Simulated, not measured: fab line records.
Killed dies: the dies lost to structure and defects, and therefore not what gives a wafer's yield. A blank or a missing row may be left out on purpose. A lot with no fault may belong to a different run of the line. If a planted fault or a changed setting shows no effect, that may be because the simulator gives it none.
Chamber matching + flow n5 finfet + N5_BEOL_M1_DESCUM_16 on rie diel-03: 4 sister chambers
The step chemistry O2, time 7 s. 18 wafers are shown with their chamber, then 9 later ones without.

EACH WAFER AND ITS CHAMBER
| wafer  | chamber | throttle valve pct (%) | drypump motor current A (A) | showerhead plenum p Torr (Torr) |
|--------|---------|------------------------|-----------------------------|---------------------------------|
| L074.1 | 1       | 20.77                  | 5.9                         | 2.17                            |
| L074.3 | 2       | 20.48                  | 5.5                         | 2.11                            |
| L074.5 | 2       | 20.45                  | 5.5                         | 2.11                            |
| L079.1 | 0       | 20.26                  | 5.1                         | 2.15                            |
| L079.4 | 2       | 20.46                  | 5.4                         | 2.11                            |
| L079.6 | 3       | 20.31                  | 5.8                         | 2.13                            |
| L080.1 | 2       | 20.47                  | 5.4                         | 2.11                            |
| L080.2 | 3       | 20.31                  | 5.8                         | 2.13                            |
| L080.3 | 0       | 20.25                  | 5.2                         | 2.15                            |
| L084.1 | 2       | 20.48                  | 5.4                         | 2.11                            |
| L084.2 | 3       | 20.33                  | 5.8                         | 2.12                            |
| L084.4 | 0       | 20.28                  | 5.2                         | 2.15                            |
| L085.1 | 1       | 20.80                  | 5.9                         | 2.16                            |
| L085.2 | 3       | 20.34                  | 5.8                         | 2.12                            |
| L085.3 | 0       | 20.27                  | 5.2                         | 2.15                            |
| L089.1 | 3       | 20.34                  | 5.8                         | 2.12                            |
| L089.2 | 1       | 20.80                  | 5.9                         | 2.16                            |
| L089.5 | 0       | 20.29                  | 5.2                         | 2.15                            |

SIGNATURES, as means of the wafers listed above
| reading                  | chamber 0 | chamber 1 | chamber 2 | chamber 3 | scatter within a chamber |
|--------------------------|-----------|-----------|-----------|-----------|--------------------------|
| throttle valve pct       | 20.2700   | 20.7900   | 20.4680   | 20.3260   | 0.0151                   |
| drypump motor current A  | 5.180     | 5.900     | 5.440     | 5.800     | 0.0378                   |
| showerhead plenum p Torr | 2.1500    | 2.1633    | 2.1100    | 2.1240    | 0.00365                  |
Rule: for each reading, subtract the chamber's mean from the wafer's reading, divide by that reading's scatter and square the result; add these up over the readings and take the root, which gives the wafer's distance from the chamber. The wafer belongs to the nearest chamber; if the next one is less than 2 further off, it can't be placed. The scatter: the root of (the sum of the squares of (reading less its chamber's mean) over the shown wafers, divided by (wafers less chambers)).

WAFERS WITHOUT THEIR CHAMBER
| wafer  | throttle valve pct (%) | drypump motor current A (A) | showerhead plenum p Torr (Torr) |
|--------|------------------------|-----------------------------|---------------------------------|
| L090.3 | 20.34                  | 5.8                         | 2.12                            |
| L090.4 | 20.28                  | 5.1                         | 2.15                            |
| L090.5 | 20.36                  | 5.8                         | 2.12                            |
| L094.1 | 20.81                  | 5.9                         | 2.16                            |
| L094.5 | 20.30                  | 5.2                         | 2.14                            |
| L094.6 | 20.82                  | 5.9                         | 2.16                            |
| L095.1 | 20.51                  | 5.4                         | 2.10                            |
| L095.5 | 20.29                  | 5.2                         | 2.14                            |
| L095.6 | 20.84                  | 5.9                         | 2.16                            |

WHICH CHAMBER EACH ONE RAN IN
| wafer  | from the rows above | in truth |
|--------|---------------------|----------|
| L090.3 | 3                   | 3        |
| L090.4 | 0                   | 0        |
| L090.5 | 3                   | 3        |
| L094.1 | 1                   | 1        |
| L094.5 | 0                   | 0        |
| L094.6 | 1                   | 1        |
| L095.1 | 2                   | 2        |
| L095.5 | 0                   | 0        |
| L095.6 | 1                   | 1        |
Correct placement for 9 of the 9. Not placeable from these rows: 0. Wrongly placed: 0.
